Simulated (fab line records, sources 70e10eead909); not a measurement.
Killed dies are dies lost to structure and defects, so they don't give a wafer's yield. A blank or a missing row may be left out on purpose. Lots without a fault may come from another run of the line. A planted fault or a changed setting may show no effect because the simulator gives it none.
Chamber matching | flow nand_harc | NHARC_A_STAIRCASE_TRIM_187 on rie_diel-01: 4 sister chambers
The step chemistry O2, time 211.2 s. 4 wafers are shown with their chamber, then 7 later ones without.

WAFERS WITH THEIR CHAMBER
wafer  | chamber | drypump_motor_current_A (A)
L082.4 | 2       | 5.2
L091.3 | 3       | 5.6
L092.1 | 1       | 4.8
L092.3 | 0       | 6.4

WAFERS WITHOUT THEIR CHAMBER
wafer  | drypump_motor_current_A (A)
L092.5 | 5.3
L095.1 | 5.6
L095.4 | 6.3
L095.5 | 4.9
L097.1 | 4.8
L097.3 | 5.6
L097.4 | 5.3

WHICH CHAMBER EACH WENT THROUGH
wafer  | from the rows above | in truth
L092.5 | 2                   | 2
L095.1 | 3                   | 3
L095.4 | 0                   | 0
L095.5 | 1                   | 1
L097.1 | 1                   | 1
L097.3 | 3                   | 3
L097.4 | 2                   | 2
Placed correctly: 7 of 7. Can't be placed from these rows: 0. Placed wrongly: 0.
How it was worked out, from the rows above alone: a wafer's distance from a chamber is the root of the sum, over the readings, of the square of ((its reading less the chamber's mean) divided by the reading's scatter). The wafer belongs to the nearest chamber; if the next one is less than 2 further off, it can't be placed. A chamber's mean is the mean of its shown wafers. The scatter: with one shown wafer a chamber, the root of the mean of the squares of how far each hidden wafer lies from its nearest shown one.
